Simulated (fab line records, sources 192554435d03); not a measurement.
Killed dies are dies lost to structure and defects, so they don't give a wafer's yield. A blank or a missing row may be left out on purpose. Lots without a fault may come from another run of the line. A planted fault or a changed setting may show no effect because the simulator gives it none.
Chamber matching | flow n5_finfet | N5_MOL_CONTACT_COAG_ALD_131 on ald_sin-04: 4 sister chambers
The step deposits SiO2, target thk 5 nm, pulse time 1 s, co reactant pulse time 1 s. 8 wafers are shown with their chamber, then 9 later ones without.

WAFERS WITH THEIR CHAMBER
wafer  | chamber | heater_power_w (W) | precursor_pulse_height_rel
L084.3 | 3       | 83                 | 1.003
L084.4 | 2       | 81                 | 1.001
L089.3 | 1       | 82                 | 1.005
L089.4 | 3       | 84                 | 0.978
L089.6 | 2       | 78                 | 0.999
L088.1 | 0       | 66                 | 1.000
L088.4 | 1       | 83                 | 1.008
L088.6 | 0       | 66                 | 0.987

WAFERS WITHOUT THEIR CHAMBER
wafer  | heater_power_w (W) | precursor_pulse_height_rel
L090.1 | 65                 | 1.027
L090.5 | 87                 | 0.998
L090.6 | 80                 | 1.021
L095.1 | 81                 | 1.015
L095.3 | 85                 | 0.998
L095.6 | 65                 | 1.032
L097.1 | 81                 | 0.981
L097.2 | 84                 | 1.009
L097.5 | 84                 | 1.015

WHICH CHAMBER EACH WENT THROUGH
wafer  | from the rows above          | in truth
L090.1 | 0                            | 0
L090.5 | can't be placed: 3 or 1      | 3
L090.6 | can't be placed: 2 or 1      | 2
L095.1 | can't be placed: 1 or 2 or 3 | 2
L095.3 | can't be placed: 3 or 1      | 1
L095.6 | 0                            | 0
L097.1 | can't be placed: 2 or 3 or 1 | 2
L097.2 | can't be placed: 1 or 3      | 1
L097.5 | can't be placed: 1 or 3      | 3
Placed correctly: 2 of 9. Can't be placed from these rows: 7 (the true chamber is among the candidates in 7). Placed wrongly: 0.
How it was worked out, from the rows above alone: a wafer's distance from a chamber is the root of the sum, over the readings, of the square of ((its reading less the chamber's mean) divided by the reading's scatter). The wafer belongs to the nearest chamber; if the next one is less than 2 further off, it can't be placed. A chamber's mean is the mean of its shown wafers. The scatter: the root of (the sum of the squares of (reading less its chamber's mean) over the shown wafers, divided by (wafers less chambers)).
